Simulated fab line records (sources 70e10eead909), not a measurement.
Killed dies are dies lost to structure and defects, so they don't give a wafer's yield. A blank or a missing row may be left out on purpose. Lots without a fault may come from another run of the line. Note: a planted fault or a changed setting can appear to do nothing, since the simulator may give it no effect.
fab line records    flow nandHarc
record: lots: 11  wafers: 33  lastDay: 26
route steps=1159 shown P_M2@338 P_BONDPAD@361 END@1159
lots with no fault: from the same line, run without faults
startH: hours from the record's opening day to when the first of the lot's shown wafers began    waitH: time in hours since the lot's previous step    " same as the row above    L1.1+2: several wafers, shown together as one row    - no value present, or no start provided    * or withheld: withheld    < > ~ a bound
route shown NAME@n: a module of which the file shows steps, and the number in the route of the first    usual: the fault-free wafers' mean and standard deviation    same: alike in all rows    chamber/n: place in a boat    sites: readings site by site    _std_site: the standard deviation of these    _edge_site: mean of outer sites minus mean of inner sites    radiusMm: for every site, how far away it sits from the centre of the wafer    mask NAME#n: copy n    behind: the tool/chamber that last shaped the wafer    hold: why the lot was held/for how many hours/how that ended    device: names the non-switching transistor (n, p or np)    end of line: the tests these same wafers got at the end of their route    a step without rows: its recipe alone    killed: dies that structure and defects cost at the first sort, which is not the same as the wafer's yield    map: a wafer's dies, marking killed ones x, the rest . and places with no die _
set.NAME: setting as actually run; set.NAME@STEP: the setting as run at that earlier step    model.NAME: the simulator's own value behind a step, which no gauge read
route steps across a sampled set of lots; one table per step, one row per wafer
services: a tool's chamber out of use, with start hour (startH, from the record's first day; less than 0 if before it), hours out, and reason
== steps ==
step: NHARC_P_M2_DEGAS_29
recipe: tempC: 250  timeS: 60
usual: heaterPowerW: 331/28
lot.wafer  tool           chamber  startH  waitH  heaterPowerW
L552.1     pvdSputter-02  -        126.27  -      350
L552.3     "              -        "       "      267
L552.6     "              -        "       "      305
L553.3     pvdSputter-01  -        135.43  -      358
L553.4     "              -        "       "      364
L553.5     "              -        "       "      303
L554.1     pvdSputter-02  -        135.65  -      332
L554.3     "              -        "       "      336
L554.6     "              -        "       "      274
L555.3     pvdSputter-02  -        151.41  -      257
L555.5     "              -        "       "      339
L555.6     "              -        "       "      265
L556.1     pvdSputter-03  -        151.97  -      340
L556.3     "              -        "       "      382
L556.5     "              -        "       "      345
L561.3     pvdSputter-01  -        183.14  -      306
L561.1     "              -        "       "      343
L561.5     "              -        "       "      360
L562.3     pvdSputter-01  -        188.82  -      315
L562.1     "              -        "       "      347
L562.6     "              -        "       "      311
L563.4     pvdSputter-03  -        200.86  -      337
L563.3     "              -        "       "      306
L563.6     "              -        "       "      318
L569.3     pvdSputter-03  -        231.61  -      300
L569.4     "              -        "       "      379
L569.5     "              -        "       "      310
L572.4     pvdSputter-02  -        239.41  -      329
L572.1     "              -        "       "      325
L572.6     "              -        "       "      346
L571.4     pvdSputter-01  -        248.83  -      353
L571.5     "              -        "       "      313
L571.6     "              -        "       "      345
step: NHARC_P_M2_PVD_20
recipe: targetThkA: 50  biasV: 168.6  powerW: 15000  chamberPressurePa: 0.12  timeS: 8.06  substrateTempC: 50  material: TaN
usual: throttleValvePct: 30.3/1.2
lot.wafer  tool           chamber  startH  waitH  throttleValvePct
L552.3     pvdSputter-02  -        -       -      30.1
L552.1     "              -        "       "      30.1
L552.6     "              -        "       "      30.2
L553.4     pvdSputter-01  -        -       -      28.8
L553.3     "              -        "       "      30.5
L553.5     "              -        "       "      28.9
L554.1     pvdSputter-02  -        -       -      30.3
L554.3     "              -        "       "      29.9
L554.6     "              -        "       "      30.2
L555.3     pvdSputter-02  -        -       -      30.4
L555.5     "              -        "       "      29.9
L555.6     "              -        "       "      29.3
L556.3     pvdSputter-03  -        -       -      30.2
L556.1     "              -        "       "      30.4
L556.5     "              -        "       "      29.4
L561.3     pvdSputter-01  -        -       -      32.1
L561.1     "              -        "       "      31.9
L561.5     "              -        "       "      29.3
L562.1     pvdSputter-01  -        -       -      28.8
L562.3     "              -        "       "      29.1
L562.6     "              -        "       "      32.4
L563.4     pvdSputter-03  -        -       -      29.4
L563.3     "              -        "       "      30.5
L563.6     "              -        "       "      29.5
L569.3     pvdSputter-03  -        -       -      30.7
L569.4     "              -        "       "      29.8
L569.5     "              -        "       "      30.8
L572.1     pvdSputter-02  -        -       -      31.2
L572.4     "              -        "       "      30.6
L572.6     "              -        "       "      30.5
L571.4     pvdSputter-01  -        -       -      31.8
L571.5     "              -        "       "      32.6
L571.6     "              -        "       "      29.0
step: NHARC_P_BONDPAD_EXPOSE_06
recipe: na: 0.55  doseMj: 37.06  maskId: P_BPAD
usual: exposureDoseMJCm2: 37.05/0.036
lot.wafer  tool           chamber  startH  waitH  mask      exposureDoseMJCm2
L552.1     krfScanner-03  0        129.36  -      P_BPAD#0  37.05
L552.3     "              0        "       "      P_BPAD#0  37.04
L552.6     "              0        "       "      P_BPAD#0  37.06
L553.3     krfScanner-01  0        138.81  -      P_BPAD#0  37.04
L553.4     "              0        "       "      P_BPAD#0  37.01
L553.5     "              0        "       "      P_BPAD#0  37.02
L554.1     krfScanner-02  0        139.06  -      P_BPAD#0  37.05
L554.3     "              0        "       "      P_BPAD#0  37.02
L554.6     "              0        "       "      P_BPAD#0  37.02
L555.3     krfScanner-01  0        154.63  -      P_BPAD#0  37.05
L555.5     "              0        "       "      P_BPAD#0  37.07
L555.6     "              0        "       "      P_BPAD#0  37.08
L556.1     krfScanner-01  0        155.05  -      P_BPAD#0  37.09
L556.3     "              0        "       "      P_BPAD#0  37.07
L556.5     "              0        "       "      P_BPAD#0  37.07
L561.1     krfScanner-02  0        186.67  -      P_BPAD#0  37.05
L561.3     "              0        "       "      P_BPAD#0  37.01
L561.5     "              0        "       "      P_BPAD#0  37.05
L562.1     krfScanner-03  0        192.00  -      P_BPAD#0  49.03
L562.3     "              0        "       "      P_BPAD#0  49.03
L562.6     "              0        "       "      P_BPAD#0  49.06
L563.3     krfScanner-03  0        204.27  -      P_BPAD#0  46.68
L563.4     "              0        "       "      P_BPAD#0  46.75
L563.6     "              0        "       "      P_BPAD#0  46.72
L569.3     krfScanner-02  0        237.82  -      P_BPAD#0  37.00
L569.4     "              0        "       "      P_BPAD#0  37.05
L569.5     "              0        "       "      P_BPAD#0  36.99
L572.1     krfScanner-02  0        242.61  -      P_BPAD#0  37.07
L572.4     "              0        "       "      P_BPAD#0  37.00
L572.6     "              0        "       "      P_BPAD#0  36.98
L571.4     krfScanner-01  0        252.02  -      P_BPAD#0  37.08
L571.5     "              0        "       "      P_BPAD#0  37.13
L571.6     "              0        "       "      P_BPAD#0  37.09
step: NHARC_P_BONDPAD_CD_MEAS_09
recipe: targetCdNm: 500  landingEnergyEv: 500
usual: cdNm: 499.6/2.5
same: landingEnergyEv: 500
lot.wafer  tool      chamber  startH  waitH  cdNm
L552.1     cdSem-01  0        129.51  -      496.6
L552.3     "         0        "       "      497.6
L552.6     "         0        "       "      501.1
L553.3     cdSem-01  0        138.95  -      495.4
L553.4     "         0        "       "      497.5
L553.5     "         0        "       "      498.3
L554.1     cdSem-03  0        139.22  -      497.4
L554.3     "         0        "       "      499.9
L554.6     "         0        "       "      497.7
L555.3     cdSem-02  0        154.79  -      501.1
L555.5     "         0        "       "      497.9
L555.6     "         0        "       "      499.4
L556.1     cdSem-01  0        155.21  -      504.3
L556.3     "         0        "       "      497.4
L556.5     "         0        "       "      497.6
L561.1     cdSem-03  0        186.83  -      497.1
L561.3     "         0        "       "      497.4
L561.5     "         0        "       "      501.0
L562.1     cdSem-02  0        192.15  -      508.5
L562.3     "         0        "       "      504.0
L562.6     "         0        "       "      508.6
L563.3     cdSem-03  0        204.41  -      507.8
L563.4     "         0        "       "      510.9
L563.6     "         0        "       "      507.4
L569.3     cdSem-03  0        237.97  -      502.1
L569.4     "         0        "       "      503.1
L569.5     "         0        "       "      496.5
L572.1     cdSem-01  0        242.76  -      498.0
L572.4     "         0        "       "      506.2
L572.6     "         0        "       "      495.7
L571.4     cdSem-01  0        252.16  -      502.3
L571.5     "         0        "       "      502.7
L571.6     "         0        "       "      505.9
step: NHARC_P_BONDPAD_ETCH_12
recipe: targetDepthA: 2000  timeS: 100  chf3FlowSccm: 50  o2FlowSccm: 10  arFlowSccm: 200  rfW: 500  biasW: 200  chemistry: CHF3/O2
usual: drypumpMotorCurrentA: 5.6/0.59  oesProductAu: 0.956/0.027  rfVppV: 371.2/2.1  showerheadPlenumPTorr: 2.43/0.087  throttleValvePct: 20.572/0.0087
lot.wafer  tool        chamber  startH  waitH  drypumpMotorCurrentA  oesProductAu  rfHoursCounterH  rfVppV  showerheadPlenumPTorr  throttleValvePct
L552.3     rieDiel-04  1        -       -      5.0                   0.984         1                370.3   2.36                   20.566
L552.1     "           3        "       "      6.5                   0.961         0                370.7   2.46                   20.558
L552.6     "           2        "       "      5.3                   0.982         -                373.3   2.53                   20.564
L553.3     rieDiel-04  3        -       -      6.6                   0.954         2                371.8   2.45                   20.566
L553.4     "           0        "       "      5.3                   0.988         2                369.9   2.31                   20.585
L553.5     "           2        "       "      5.3                   0.976         -                372.7   2.53                   20.568
L554.3     rieDiel-12  1        -       -      5.9                   0.924         39               373.2   2.49                   20.580
L554.1     "           3        "       "      6.0                   0.916         35               371.0   2.49                   20.593
L554.6     "           1        "       "      5.9                   0.916         -                373.8   2.49                   20.575
L555.3     rieDiel-04  2        -       -      5.3                   0.935         4                373.5   2.53                   20.576
L555.5     "           2        "       "      5.3                   0.940         -                373.6   2.53                   20.562
L555.6     "           3        "       "      6.6                   0.910         -                371.7   2.45                   20.568
L556.3     rieDiel-12  1        -       -      5.9                   0.955         46               373.2   2.49                   20.580
L556.1     "           3        "       "      6.0                   0.943         42               373.1   2.48                   20.565
L556.5     "           1        "       "      5.9                   0.961         -                373.1   2.49                   20.576
L561.3     rieDiel-04  3        -       -      6.5                   0.920         7                371.8   2.45                   20.575
L561.1     "           0        "       "      5.3                   0.951         7                368.1   2.31                   20.563
L561.5     "           2        "       "      5.3                   0.946         -                373.9   2.53                   20.580
L562.1     rieDiel-04  1        -       -      5.0                   0.991         8                369.8   2.36                   20.594
L562.3     "           3        "       "      6.5                   0.944         8                370.5   2.45                   20.580
L562.6     "           0        "       "      5.3                   1.005         -                367.0   2.31                   20.568
L563.3     rieDiel-07  2        -       -      5.9                   0.934         35               371.5   2.52                   20.578
L563.4     "           2        "       "      6.0                   0.935         -                372.3   2.52                   20.566
L563.6     "           0        "       "      6.7                   0.930         -                368.7   2.33                   20.569
L569.4     rieDiel-04  0        -       -      5.3                   0.997         12               368.6   2.30                   20.558
L569.3     "           3        "       "      6.5                   0.966         13               371.2   2.45                   20.580
L569.5     "           1        "       "      5.0                   0.994         -                370.4   2.36                   20.559
L572.1     rieDiel-04  3        -       -      6.5                   0.922         13               372.7   2.45                   20.579
L572.4     "           1        "       "      5.0                   0.939         12               368.6   2.36                   20.571
L572.6     "           3        "       "      6.5                   0.924         -                372.0   2.45                   20.583
L571.4     rieDiel-04  1        -       -      5.0                   0.970         13               369.7   2.36                   20.578
L571.5     "           1        "       "      5.0                   0.976         -                369.0   2.36                   20.565
L571.6     "           2        "       "      5.3                   0.965         -                373.3   2.53                   20.578
step: NHARC_END_SORT_01
recipe: tempC: 25
usual: defectLimitedYield: 95.4/1.7  killedAtArray: 27/12  killedAtOther: 0.9/1.1  killedAtPeriphery: 3.2/2.4  killedDies: 31/12  killedOpen: 3.3/1.7  killedShort: 2.0/1.6  sort_bin_2_pct: 1.5/0.74  sort_bin_3_pct: 0.25/0.22  sort_bin_4_pct: 2.9/1.1  sortNPass: 646/12  sortRimYieldPct: 97.2/1.8  sortYieldPct: 95.4/1.7
same: grossDies: 677  sort_bin_5_pct[%]: 0  sort_bin_6_pct[%]: 0  sort_bin_7_pct[%]: 0  sort_bin_8_pct[%]: 0  sortRimNGross: 106.00
lot.wafer  tool       chamber  startH  waitH  defectLimitedYield[%]  killedAtArray  killedAtOther  killedAtPeriphery  killedDies  killedOpen  killedShort  sort_bin_2_pct[%]  sort_bin_3_pct[%]  sort_bin_4_pct[%]  sortNPass  sortRimYieldPct[%]  sortYieldPct[%]
L554.1     prober-01  0        442.39  2.5    97.5                   10             1              6                  17          4           1            1.0                0                  1.5                660        97.2                97.5
L554.3     prober-01  0        444.00  3.1    97.6                   13             2              1                  16          3           0            0.9                0                  1.5                661        98.1                97.6
L554.6     prober-01  0        446.42  4.0    97.6                   13             1              2                  16          3           4            0.9                0                  1.5                661        99.1                97.6
L552.1     prober-02  0        449.24  2.5    94.8                   33             0              2                  35          3           1            1.9                0.30               3.0                642        97.2                94.8
L552.3     prober-02  0        450.81  3.1    94.7                   30             1              5                  36          3           0            2.4                0.15               2.8                641        94.3                94.7
L552.6     prober-02  0        453.17  3.9    93.6                   38             0              5                  43          5           2            1.5                0.89               4.0                634        93.4                93.6
L553.3     prober-02  0        458.54  3.1    95.4                   26             0              5                  31          3           0            1.2                0.44               3.0                646        99.1                95.4
L553.4     prober-02  0        459.35  3.4    93.9                   35             1              5                  41          4           5            1.6                0.30               4.1                636        93.4                93.9
L553.5     prober-02  0        460.15  3.7    94.5                   35             1              1                  37          3           2            1.9                0.30               3.2                640        97.2                94.5
L556.1     prober-01  0        547.87  2.5    96.8                   18             2              2                  22          3           1            1.2                0.30               1.8                655        97.2                96.8
L556.3     prober-01  0        549.51  3.1    96.9                   19             1              1                  21          0           1            0.7                0.15               2.2                656        100.0               96.9
L556.5     prober-01  0        551.15  3.8    97.5                   14             2              1                  17          0           2            0.4                0                  2.1                660        99.1                97.5
L555.3     prober-02  0        549.50  3.1    96.2                   19             1              6                  26          4           6            0.7                0.15               3.0                651        99.1                96.2
L555.5     prober-02  0        551.11  3.7    96.9                   19             0              2                  21          3           2            0.9                0.30               1.9                656        100.0               96.9
L555.6     prober-02  0        551.92  4.0    96.5                   21             0              3                  24          6           3            1.6                0.30               1.6                653        99.1                96.5
L562.1     prober-02  0        571.25  2.5    91.6                   51             1              5                  57          6           6            4.3                0.30               3.8                620        95.3                91.6
L562.3     prober-02  0        572.85  3.1    94.4                   35             1              2                  38          1           1            0.9                0.44               4.3                639        99.1                94.4
L562.6     prober-02  0        575.24  4.0    92.0                   41             4              9                  54          7           3            2.5                0.44               5.0                623        94.3                92.0
L561.1     prober-01  0        571.41  2.5    96.5                   19             1              4                  24          2           1            0.9                0.15               2.5                653        96.2                96.5
L561.3     prober-01  0        572.98  3.1    95.7                   22             1              6                  29          6           1            1.6                0.15               2.5                648        97.2                95.7
L561.5     prober-01  0        574.55  3.6    95.9                   23             2              3                  28          2           5            1.0                0.59               2.5                649        99.1                95.9
L563.3     prober-02  0        580.63  3.1    93.8                   41             0              1                  42          1           4            1.8                0.89               3.5                635        95.3                93.8
L563.4     prober-02  0        581.44  3.4    93.1                   41             1              5                  47          5           2            2.1                0.30               4.6                630        95.3                93.1
L563.6     prober-02  0        583.05  4.0    92.0                   47             3              4                  54          5           2            1.3                0.15               6.5                623        95.3                92.0
L569.3     prober-01  0        596.30  3.1    91.3                   54             1              4                  59          3           5            3.0                0.59               5.2                618        97.2                91.3
L569.4     prober-01  0        597.08  3.4    90.1                   64             0              3                  67          2           3            2.5                1.03               6.4                610        90.6                90.1
L569.5     prober-01  0        597.87  3.6    91.6                   54             0              3                  57          3           2            2.2                0.30               5.9                620        98.1                91.6
L572.1     prober-01  0        602.49  2.5    96.6                   23             0              0                  23          5           2            0.7                0.30               2.4                654        96.2                96.6
L572.4     prober-01  0        604.91  3.4    96.6                   21             0              2                  23          5           5            1.2                0                  2.2                654        99.1                96.6
L572.6     prober-01  0        606.52  4.0    97.0                   19             0              1                  20          5           0            0.7                0.15               2.1                657        96.2                97.0
L571.4     prober-01  0        628.28  3.3    94.8                   32             0              3                  35          5           3            2.1                0.30               2.8                642        95.3                94.8
L571.5     prober-01  0        629.05  3.6    96.8                   21             1              0                  22          4           1            0.3                0.15               2.8                655        93.4                96.8
L571.6     prober-01  0        629.83  3.9    95.3                   30             2              0                  32          2           4            1.3                0                  3.4                645        96.2                95.3
killed by level:class
L554.1 P_STI:chamberFilmFlake=3 A_CONTACT:chamberFilmFlake=3 P_CONTACT:geometricParticle:open=2 A_SLIT:chamberFilmFlake=2 P_M0:geometricParticle:open=1 A_ONON_D1:geometricParticle:short=1 A_M0:geometricParticle:open=1 A_ZERO_WELL:chamberFilmFlake=1
L554.3 A_CONTACT:chamberFilmFlake=5 A_CHANNEL_HOLE_D1:chamberFilmFlake=3 HYBRID_BOND:chamberFilmFlake=2 A_SGD_CUT:geometricParticle:open=1 A_WL_FILL:geometricParticle:open=1 A_BLC:geometricParticle:open=1 P_STI:chamberFilmFlake=1 A_ZERO_WELL:chamberFilmFlake=1
L554.6 A_CONTACT:chamberFilmFlake=5 A_CHANNEL_FILL_D1:geometricParticle:short=3 P_CONTACT:geometricParticle:open=1 A_ONON_D1:geometricParticle:short=1 A_WL_FILL:geometricParticle:open=1 A_M1:geometricParticle:open=1 P_STI:chamberFilmFlake=1 A_CHANNEL_HOLE_D1:chamberFilmFlake=1
L552.1 A_CHANNEL_HOLE_D1:chamberFilmFlake=14 A_STAIRCASE:chamberFilmFlake=8 A_ZERO_WELL:chamberFilmFlake=2 A_SGD_CUT:chamberFilmFlake=2 A_WL_FILL:chamberFilmFlake=2 P_STI:geometricParticle:open=1 A_WL_FILL:geometricParticle:short=1 A_WL_FILL:geometricParticle:open=1
L552.3 A_CHANNEL_HOLE_D1:chamberFilmFlake=14 A_STAIRCASE:chamberFilmFlake=5 A_SGD_CUT:chamberFilmFlake=4 A_ZERO_WELL:chamberFilmFlake=3 P_ZERO_WELL:chamberFilmFlake=2 P_BONDPAD:chamberFilmFlake=2 A_CONTACT:chamberFilmFlake=2 P_M1:geometricParticle:open=1
L552.6 A_CHANNEL_HOLE_D1:chamberFilmFlake=11 A_SGD_CUT:chamberFilmFlake=7 A_STAIRCASE:chamberFilmFlake=6 A_ZERO_WELL:chamberFilmFlake=4 A_CONTACT:chamberFilmFlake=3 A_CHANNEL_FILL_D1:geometricParticle:short=2 P_BONDPAD:chamberFilmFlake=2 P_M0:geometricParticle:open=1
L553.3 A_CHANNEL_HOLE_D1:chamberFilmFlake=8 A_CONTACT:chamberFilmFlake=8 A_SLIT:chamberFilmFlake=7 P_ZERO_WELL:chamberFilmFlake=3 A_CONTACT:geometricParticle:open=2 P_M2:geometricParticle:open=1 P_STI:chamberFilmFlake=1 A_SGD_CUT:chamberFilmFlake=1
L553.4 A_CHANNEL_HOLE_D1:chamberFilmFlake=12 A_SLIT:chamberFilmFlake=8 A_CONTACT:chamberFilmFlake=8 A_CONTACT:geometricParticle:short=2 P_STI:chamberFilmFlake=2 A_SGD_CUT:chamberFilmFlake=2 P_STI:geometricParticle:short=1 P_GATE:geometricParticle:open=1
L553.5 A_SLIT:chamberFilmFlake=10 A_CHANNEL_HOLE_D1:chamberFilmFlake=9 A_CONTACT:chamberFilmFlake=8 A_WL_FILL:geometricParticle:short=2 A_STAIRCASE:chamberFilmFlake=2 P_CONTACT:geometricParticle:open=1 A_CHANNEL_HOLE_D1:geometricParticle:open=1 A_WL_FILL:geometricParticle:open=1
L556.1 A_SLIT:chamberFilmFlake=10 A_CONTACT:chamberFilmFlake=5 THIN_TSV:chamberFilmFlake=2 P_CONTACT:geometricParticle:open=1 P_M1:geometricParticle:open=1 A_WL_FILL:geometricParticle:open=1 A_WL_FILL:geometricParticle:short=1 A_ZERO_WELL:chamberFilmFlake=1
L555.3 A_CHANNEL_HOLE_D1:chamberFilmFlake=8 A_CONTACT:chamberFilmFlake=4 A_CHANNEL_FILL_D1:geometricParticle:short=2 P_CONTACT:chamberFilmFlake=2 P_CONTACT:geometricParticle:open=1 P_M0:geometricParticle:short=1 P_M0:geometricParticle:open=1 A_ONON_D1:geometricParticle:short=1
L556.3 A_SLIT:chamberFilmFlake=12 A_CHANNEL_HOLE_D1:chamberFilmFlake=2 A_STAIRCASE:chamberFilmFlake=2 A_CONTACT:chamberFilmFlake=2 A_CHANNEL_FILL_D1:geometricParticle:short=1 P_GATE:chamberFilmFlake=1 THIN_TSV:chamberFilmFlake=1
L555.5 A_CHANNEL_HOLE_D1:chamberFilmFlake=10 A_CONTACT:chamberFilmFlake=5 P_CONTACT:geometricParticle:open=1 A_CHANNEL_FILL_D1:geometricParticle:open=1 A_CHANNEL_FILL_D1:geometricParticle:short=1 A_SGD_CUT:geometricParticle:short=1 A_SGD_CUT:geometricParticle:open=1 P_CONTACT:chamberFilmFlake=1
L556.5 A_SLIT:chamberFilmFlake=8 A_CHANNEL_FILL_D1:chamberFilmFlake=3 A_CONTACT:chamberFilmFlake=2 THIN_TSV:chamberFilmFlake=2 P_GATE:geometricParticle:short=1 A_CHANNEL_FILL_D1:geometricParticle:short=1
L555.6 A_CHANNEL_HOLE_D1:chamberFilmFlake=13 A_WL_FILL:geometricParticle:short=2 P_GATE:geometricParticle:open=1 P_M0:geometricParticle:open=1 A_CHANNEL_FILL_D1:geometricParticle:short=1 A_WL_FILL:geometricParticle:open=1 A_CONTACT:geometricParticle:open=1 A_BLC:geometricParticle:open=1
L562.1 A_CHANNEL_HOLE_D1:chamberFilmFlake=18 A_SLIT:chamberFilmFlake=16 P_ZERO_WELL:chamberFilmFlake=3 A_WL_FILL:chamberFilmFlake=3 P_CONTACT:geometricParticle:open=2 A_ONON_D1:geometricParticle:short=2 A_WL_FILL:geometricParticle:short=2 A_STAIRCASE:chamberFilmFlake=2
L561.1 A_CHANNEL_HOLE_D1:chamberFilmFlake=12 P_STI:chamberFilmFlake=2 A_STAIRCASE:chamberFilmFlake=2 P_M0:geometricParticle:open=1 A_SLIT:geometricParticle:open=1 A_CONTACT:geometricParticle:short=1 P_ZERO_WELL:chamberFilmFlake=1 A_ZERO_WELL:chamberFilmFlake=1
L562.3 A_CHANNEL_HOLE_D1:chamberFilmFlake=19 A_SLIT:chamberFilmFlake=10 A_CONTACT:chamberFilmFlake=5 P_GATE:geometricParticle:open=1 A_CHANNEL_FILL_D1:geometricParticle:short=1 P_ZERO_WELL:chamberFilmFlake=1 HYBRID_BOND:chamberFilmFlake=1
L561.3 A_CHANNEL_HOLE_D1:chamberFilmFlake=16 P_CONTACT:geometricParticle:open=2 P_M0:geometricParticle:open=2 P_STI:chamberFilmFlake=2 A_ZERO_WELL:chamberFilmFlake=2 A_CONTACT:chamberFilmFlake=2 A_CHANNEL_FILL_D1:geometricParticle:short=1 A_M1:geometricParticle:open=1
L561.5 A_CHANNEL_HOLE_D1:chamberFilmFlake=16 A_CONTACT:chamberFilmFlake=2 THIN_TSV:chamberFilmFlake=2 P_CONTACT:geometricParticle:open=1 P_M0:geometricParticle:short=1 A_SOURCE_PLATE:geometricParticle:short=1 A_ONON_D1:geometricParticle:short=1 A_SGD_CUT:geometricParticle:short=1
L562.6 A_CHANNEL_HOLE_D1:chamberFilmFlake=14 A_SLIT:chamberFilmFlake=12 P_ZERO_WELL:chamberFilmFlake=8 A_CONTACT:chamberFilmFlake=4 THIN_TSV:chamberFilmFlake=4 A_SGD_CUT:geometricParticle:open=2 A_WL_FILL:geometricParticle:open=2 A_STAIRCASE:chamberFilmFlake=2
L563.3 A_CHANNEL_HOLE_D1:chamberFilmFlake=17 A_SLIT:chamberFilmFlake=14 A_CONTACT:chamberFilmFlake=2 A_ONON_D1:geometricParticle:short=1 A_SGD_CUT:geometricParticle:short=1 A_WL_FILL:geometricParticle:open=1 A_WL_FILL:geometricParticle:short=1 A_CONTACT:geometricParticle:short=1
L563.4 A_CHANNEL_HOLE_D1:chamberFilmFlake=18 A_SLIT:chamberFilmFlake=13 A_CONTACT:geometricParticle:open=2 A_CHANNEL_FILL_D1:chamberFilmFlake=2 A_CONTACT:chamberFilmFlake=2 P_GATE:geometricParticle:open=1 A_ONON_D1:geometricParticle:open=1 A_ONON_D1:geometricParticle:short=1
L563.6 A_CHANNEL_HOLE_D1:chamberFilmFlake=18 A_SLIT:chamberFilmFlake=16 A_STAIRCASE:chamberFilmFlake=5 A_CONTACT:chamberFilmFlake=3 A_M1:geometricParticle:open=2 P_M2:chamberFilmFlake=2 P_M0:geometricParticle:open=1 A_CHANNEL_FILL_D1:geometricParticle:open=1
L569.3 A_SLIT:chamberFilmFlake=25 A_CHANNEL_HOLE_D1:chamberFilmFlake=18 A_STAIRCASE:chamberFilmFlake=4 P_M0:geometricParticle:open=2 A_CONTACT:chamberFilmFlake=2 P_GATE:geometricParticle:open=1 P_GATE:geometricParticle:short=1 A_CHANNEL_FILL_D1:geometricParticle:short=1
L569.4 A_CHANNEL_HOLE_D1:chamberFilmFlake=31 A_SLIT:chamberFilmFlake=20 A_STAIRCASE:chamberFilmFlake=5 A_CONTACT:chamberFilmFlake=3 P_GATE:geometricParticle:short=1 A_WL_FILL:geometricParticle:short=1 A_CONTACT:geometricParticle:open=1 A_BLC:geometricParticle:short=1
L569.5 A_CHANNEL_HOLE_D1:chamberFilmFlake=22 A_SLIT:chamberFilmFlake=19 A_CONTACT:chamberFilmFlake=6 P_BONDPAD:chamberFilmFlake=3 A_CONTACT:geometricParticle:open=2 A_CHANNEL_FILL_D1:geometricParticle:open=1 A_WL_FILL:geometricParticle:short=1 A_BLC:geometricParticle:short=1
L572.1 A_CHANNEL_HOLE_D1:chamberFilmFlake=8 A_STAIRCASE:chamberFilmFlake=6 A_CHANNEL_HOLE_D1:geometricParticle:open=2 A_CHANNEL_FILL_D1:geometricParticle:open=1 A_CHANNEL_FILL_D1:geometricParticle:short=1 A_SGD_CUT:geometricParticle:open=1 A_SGD_CUT:geometricParticle:short=1 A_M0:geometricParticle:open=1
L572.4 A_CHANNEL_HOLE_D1:chamberFilmFlake=6 A_WL_FILL:geometricParticle:short=3 A_STAIRCASE:chamberFilmFlake=3 A_WL_FILL:chamberFilmFlake=2 A_CONTACT:chamberFilmFlake=2 P_CONTACT:geometricParticle:open=1 P_M0:geometricParticle:open=1 A_ONON_D1:geometricParticle:open=1
L572.6 A_STAIRCASE:chamberFilmFlake=6 A_CHANNEL_HOLE_D1:chamberFilmFlake=3 A_CONTACT:geometricParticle:open=2 A_WL_FILL:chamberFilmFlake=2 A_CONTACT:chamberFilmFlake=2 A_ONON_D1:geometricParticle:open=1 A_CHANNEL_FILL_D1:geometricParticle:open=1 A_SGD_CUT:geometricParticle:open=1
L571.4 A_CONTACT:chamberFilmFlake=10 A_CHANNEL_HOLE_D1:chamberFilmFlake=9 A_STAIRCASE:chamberFilmFlake=6 A_WL_FILL:chamberFilmFlake=2 P_CONTACT:geometricParticle:open=1 P_M0:geometricParticle:open=1 P_M0:geometricParticle:short=1 A_CHANNEL_FILL_D1:geometricParticle:short=1
L571.5 A_STAIRCASE:chamberFilmFlake=7 A_CHANNEL_HOLE_D1:chamberFilmFlake=3 A_CONTACT:chamberFilmFlake=3 A_BLC:geometricParticle:open=2 A_WL_FILL:chamberFilmFlake=2 A_SLIT:geometricParticle:open=1 A_CONTACT:geometricParticle:short=1 A_M1:geometricParticle:open=1
L571.6 A_CHANNEL_HOLE_D1:chamberFilmFlake=11 A_CONTACT:chamberFilmFlake=6 A_STAIRCASE:chamberFilmFlake=3 A_CHANNEL_FILL_D1:geometricParticle:short=2 A_ZERO_WELL:chamberFilmFlake=2 A_WL_FILL:chamberFilmFlake=2 THIN_TSV:chamberFilmFlake=2 A_ONON_D1:geometricParticle:short=1
== services ==
tool           chamber  startH  hours  kind
rieDiel-07     1        102.82  16.8   repair
rieDiel-04     -        111.90  9.0    pm
krfScanner-02  -        113.39  0.5    repair
krfScanner-01  -        122.99  0.6    repair
krfScanner-02  -        147.04  2.5    repair
krfScanner-02  -        153.90  3.5    repair
rieDiel-12     2        157.51  2.8    repair
pvdSputter-01  -        158.02  10.0   pm
krfScanner-03  -        168.00  4.0    pm
rieDiel-12     1        169.21  14.6   repair
pvdSputter-02  -        171.65  6.4    repair
krfScanner-02  -        177.75  0.4    repair
krfScanner-01  -        178.76  0.5    repair
krfScanner-03  -        192.13  0.7    repair
rieDiel-07     3        199.25  7.7    repair
rieDiel-12     -        202.45  9.0    pm
krfScanner-02  -        210.00  4.0    pm
krfScanner-01  -        210.46  20.1   repair
pvdSputter-02  -        214.00  10.0   pm
rieDiel-07     -        228.26  9.0    pm
krfScanner-02  -        235.00  2.8    repair
krfScanner-02  -        239.99  0.4    repair
krfScanner-03  -        243.71  0.4    repair
krfScanner-02  -        248.52  1.8    repair
== key ==
firstSign: step: NHARC_P_BONDPAD_EXPOSE_06  reading: exposureDoseMJCm2  direction: up  sigmas: 99+  usual: 37.05  struck: 47.88
effect: step: NHARC_P_BONDPAD_CD_MEAS_09  reading: cdNm  direction: up  sigmas: 3.4  usual: 499.6  struck: 507.9  through: controlLoop
metAt NHARC_P_BONDPAD_EXPOSE_06
struckLots L562,L563
loopTrim: step: NHARC_P_BONDPAD_EXPOSE_06  setting: dose  lots: L563
notActingAt NHARC_P_M2_DEGAS_29,NHARC_P_M2_PVD_20,NHARC_P_BONDPAD_ETCH_12
onsetBetween 129.36 192.00
fault: kind: processParameterDrift  tool: krfScanner-03  chamber: -  onsetH: 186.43  steps: NHARC_P_BONDPAD_EXPOSE_06  channel: doseMj  offset: 12.017  shape: step  actsIn: theseRecipesOnly  stated: 37.06
loopTrim: a control loop set the setting to another value than it would have without faults
